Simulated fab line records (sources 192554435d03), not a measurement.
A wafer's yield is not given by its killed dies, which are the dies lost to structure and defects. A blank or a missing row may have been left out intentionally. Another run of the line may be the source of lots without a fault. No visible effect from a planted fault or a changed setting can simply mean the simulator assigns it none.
Lot-split experiment | flow n5-finfet | 7 lots, 21 wafers read, on a route of 1938 steps

## THE SPLIT ITSELF
At N5_SD_EPI_P_EPI_21 (deposits SiGe:B, time 355 s), the setting time-s was moved away from the recipe's 355 s on 3 of the 21 wafers read, by +12.1% to +18.3%. The other wafers ran this setting at the recipe's value.

## FROM THE SPLIT TO THE READING: what the file shows between them, 5 steps
- N5_SD_EPI_P_EPI_MEAS_23
- N5_SD_EPI_P_HM_STRIP_48: strips SiNx in H3PO4, material SiNx, target depth 3 nm
- N5_SD_EPI_P_SRD_49: time 30 s
- N5_SD_ACTIVATION_RTA_00: time 0 s
- N5_SD_ACTIVATION_LSA_01: time 0.0008 s

## THE READING
Measured at N5_SD_ACTIVATION_RS_MEAS_03 by four-point probe: RS_SD_P, in ohm/sq. Fault-free wafers of this fab line usually give 56.2 ohm/sq, standard deviation 1.1 ohm/sq.

wafer  | tool, chamber at the split | time-s as run, s | against the recipe | RS_SD_P, ohm/sq | against lot-mates on the recipe
L074.4 | epi-rpcvd-02, 0            | 355              | recipe             | 56.1            | -
L074.5 | epi-rpcvd-02, 0            | 355              | recipe             | 55.6            | -
L074.6 | epi-rpcvd-02, 0            | 419              | +18.0%             | 49.9            | -6.0
L080.1 | epi-rpcvd-01, 0            | 355              | recipe             | 57.1            | -
L080.3 | epi-rpcvd-01, 0            | 355              | recipe             | 57.0            | -
L080.4 | epi-rpcvd-01, 0            | 397.9            | +12.1%             | 52.2            | -4.8
L082.1 | epi-rpcvd-02, 0            | 355              | recipe             | 55.3            | -
L082.4 | epi-rpcvd-02, 0            | 420.1            | +18.3%             | 48.0            | -6.8
L082.5 | epi-rpcvd-02, 0            | 355              | recipe             | 54.4            | -
L088.1 | epi-rpcvd-02, 0            | 355              | recipe             | 54.4            | -
L088.3 | epi-rpcvd-02, 0            | 355              | recipe             | 53.6            | -
L088.5 | epi-rpcvd-02, 0            | 355              | recipe             | 54.5            | -
L090.2 | epi-rpcvd-02, 0            | 355              | recipe             | 56.6            | -
L090.5 | epi-rpcvd-02, 0            | 355              | recipe             | 56.2            | -
L090.6 | epi-rpcvd-02, 0            | 355              | recipe             | 56.7            | -
L095.2 | epi-rpcvd-02, 0            | 355              | recipe             | 54.8            | -
L095.3 | epi-rpcvd-02, 0            | 355              | recipe             | 54.8            | -
L095.5 | epi-rpcvd-02, 0            | 355              | recipe             | 55.5            | -
L096.2 | epi-rpcvd-03, 0            | 355              | recipe             | 55.1            | -
L096.5 | epi-rpcvd-03, 0            | 355              | recipe             | 55.5            | -
L096.6 | epi-rpcvd-03, 0            | 355              | recipe             | 55.9            | -

FIT RESULTS
A straight line over all 21 wafers: RS_SD_P changes by -0.346 ohm/sq for each +1% of time-s; r = -0.90; the points scatter about the line by 1 ohm/sq.
The same after taking each lot's own level away (the mean of its wafers on the recipe; 21 wafers): -0.361 ohm/sq for each +1%; r = -0.99; scatter 0.36 ohm/sq.
That fit puts the effect of the largest move of time-s on the reading at 6.6 ohm/sq.
The lots' own levels span 54.17 to 57.05 ohm/sq, that is 2.6 times the standard deviation above.
The two slopes agree, so the slope changes little with the lot-to-lot level.
Check: with one of the wafers moved furthest among these (+18.3%) left out of the fit, the line predicts -6.46 ohm/sq for it against its lot-mates. Against them it came out at -6.85 ohm/sq.

## THE OTHER SPLITS THESE WAFERS WENT THROUGH
These wafers also went through other splits before the reading. Each is held against what the fit with the lots' levels taken away leaves over:
other split on the same wafers            | wafers away from the commonest value | r with RS_SD_P (lot level and that fit taken away)
N5_ZERO_LAYER_EXPOSE_08 dose-mj           | 5                                    | +0.05
N5_WELL_APT_COAT_02 spin-rpm              | 8                                    | +0.12
N5_PMOS_HMC_CHANNEL_EPI_COAT_31 spin-rpm  | 7                                    | +0.05
N5_PMOS_HMC_CHANNEL_EPI_PEB_07 peb-temp-c | 11                                   | -0.18
N5_SD_EPI_N_PEB_07 peb-time-s             | 3                                    | -0.51
N5_SD_EPI_N_DESCUM_14 time-s              | 8                                    | +0.33

## THE WHOLE CHAIN: every reading that the file lists as answering this split, in the file's order
step                        | what it does                 | reading                                                                           | change (the file's fit)               | r (the file's)
N5_SD_EPI_P_EPI_21          | deposits SiGe:B, time 355 s  | SiGe-B_of_SD_EPI_P_EPI_21.thk-nm (the simulator's own value, which no gauge read) | +0.435 nm for each +1% of the setting | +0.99
N5_SD_EPI_P_EPI_MEAS_23     |                              | thk-nm                                                                            | withheld for each +1% of the setting  | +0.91
N5_SD_ACTIVATION_RS_MEAS_03 | measures by four-point-probe | RS_SD_P                                                                           | -0.362 for each +1% of the setting    | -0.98

## THE FILE'S OWN FIT
RS_SD_P changes by -0.362 ohm/sq for each +1% of time-s, r = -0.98.
